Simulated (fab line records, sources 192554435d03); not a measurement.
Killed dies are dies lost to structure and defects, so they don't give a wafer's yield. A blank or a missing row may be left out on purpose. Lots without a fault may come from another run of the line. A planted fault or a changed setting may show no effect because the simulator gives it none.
Chamber matching | flow n5_finfet | N5_BEOL_M2_VIA_ETCH_34 on rie_diel-01: 4 sister chambers
The step etches the open film in C4F6/O2, target depth 69.4 nm, time 65.9 s. 18 wafers are shown with their chamber, then 9 later ones without.

WAFERS WITH THEIR CHAMBER
wafer  | chamber | throttle_valve_pct (%) | showerhead_plenum_p_Torr (Torr) | drypump_motor_current_A (A)
L076.1 | 0       | 31.2                   | 2.79                            | 5.5
L076.3 | 2       | 31.0                   | 2.95                            | 5.9
L076.5 | 2       | 31.0                   | 2.95                            | 5.9
L077.1 | 0       | 31.3                   | 2.79                            | 5.4
L077.5 | 3       | 30.2                   | 2.78                            | 6.1
L077.6 | 2       | 31.0                   | 2.94                            | 5.9
L083.1 | 1       | 30.4                   | 2.86                            | 5.5
L083.2 | 2       | 31.0                   | 2.94                            | 5.8
L083.5 | 1       | 30.4                   | 2.86                            | 5.5
L085.2 | 1       | 30.4                   | 2.86                            | 5.5
L085.5 | 0       | 31.3                   | 2.79                            | 5.5
L085.6 | 3       | 30.2                   | 2.78                            | 6.1
L090.1 | 2       | 31.1                   | 2.93                            | 5.8
L090.4 | 0       | 31.3                   | 2.78                            | 5.4
L090.5 | 0       | 31.3                   | 2.78                            | 5.4
L089.1 | 2       | 31.1                   | 2.93                            | 5.8
L089.4 | 1       | 30.4                   | 2.85                            | 5.5
L089.6 | 2       | 31.1                   | 2.93                            | 5.9

SIGNATURES (means of the wafers above)
reading                  | chamber 0 | chamber 1 | chamber 2 | chamber 3 | scatter within a chamber
throttle_valve_pct       | 31.280    | 30.400    | 31.043    | 30.200    | 0.0424
showerhead_plenum_p_Torr | 2.7860    | 2.8575    | 2.9386    | 2.7800    | 0.00697
drypump_motor_current_A  | 5.440     | 5.500     | 5.857     | 6.100     | 0.0456
Rule: a wafer's distance from a chamber is the root of the sum, over the readings, of the square of ((its reading less the chamber's mean) divided by the reading's scatter). The wafer belongs to the nearest chamber; if the next one is less than 2 further off, it can't be placed. The scatter: the root of (the sum of the squares of (reading less its chamber's mean) over the shown wafers, divided by (wafers less chambers)).

WAFERS WITHOUT THEIR CHAMBER
wafer  | throttle_valve_pct (%) | showerhead_plenum_p_Torr (Torr) | drypump_motor_current_A (A)
L091.1 | 31.3                   | 2.78                            | 5.4
L091.4 | 31.1                   | 2.93                            | 5.9
L091.5 | 31.3                   | 2.78                            | 5.5
L092.1 | 30.4                   | 2.85                            | 5.5
L092.4 | 31.1                   | 2.93                            | 5.8
L092.5 | 31.3                   | 2.78                            | 5.4
L096.1 | 31.3                   | 2.77                            | 5.5
L096.3 | 31.1                   | 2.93                            | 5.9
L096.5 | 31.3                   | 2.77                            | 5.5

WHICH CHAMBER EACH WENT THROUGH
wafer  | from the rows above | in truth
L091.1 | 0                   | 0
L091.4 | 2                   | 2
L091.5 | 0                   | 0
L092.1 | 1                   | 1
L092.4 | 2                   | 2
L092.5 | 0                   | 0
L096.1 | 0                   | 0
L096.3 | 2                   | 2
L096.5 | 0                   | 0
Placed correctly: 9 of 9. Can't be placed from these rows: 0. Placed wrongly: 0.
